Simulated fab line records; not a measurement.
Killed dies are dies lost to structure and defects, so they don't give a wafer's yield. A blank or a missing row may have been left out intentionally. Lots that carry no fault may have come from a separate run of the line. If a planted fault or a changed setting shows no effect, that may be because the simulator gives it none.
Which tool did it? ; flow nand harc ; 36 wafers sampled from 12 lots at 1 step of a route of 1302

WHAT THE GAUGES READ, wafer by wafer
NHARC_A_ONON_D2_THK_MEAS_18: measures by ellipsometry.
lot;measured;on;thk nm (nm)
L075;day 12 19:58;film metro-02;1004 1006 1007
L077;day 14 10:05;film metro-01;992 993 992
L079;day 15 03:59;film metro-02;1009 1009 1009
L083;day 16 01:46;film metro-01;993 991 992
L082;day 16 01:47;film metro-01;1003 1004 1002
L085;day 17 17:41;film metro-01;982 981 983
L087;day 18 00:54;film metro-02;980 982 980
L088;day 18 16:01;film metro-01;996 999 999
L090;day 19 10:32;film metro-01;1007 1007 1008
L093;day 20 18:11;film metro-02;997 997 997
L094;day 21 08:41;film metro-02;997 998 998
L097;day 22 05:37;film metro-01;1003 1004 1002

EACH LOT AND THE TOOL THAT RAN IT (in order: tool; ch and the chambers of the sampled wafers; start)
Record: no process step prior to these readings.

THE ANSWER, worked out from the rows above alone
Rule: the usual values come from the lots themselves. Put in order of their means at a reading, lots are off if they are a third of the lots or fewer, leave a main group of 4 or more, and stand apart from it by a gap of 3 or more times the standard deviation of the main group's means; of several such gaps the widest counts. If all means in a main group match to the digits the tables above print for the reading, that group is not used. Also off: a lot with no number at a reading for which 4 or more lots have one. Any other lot the step has rows for is counted as sound.
No lot is off at any reading shown: from this, nothing can be told.

WHAT THE SIMULATOR PUT IN
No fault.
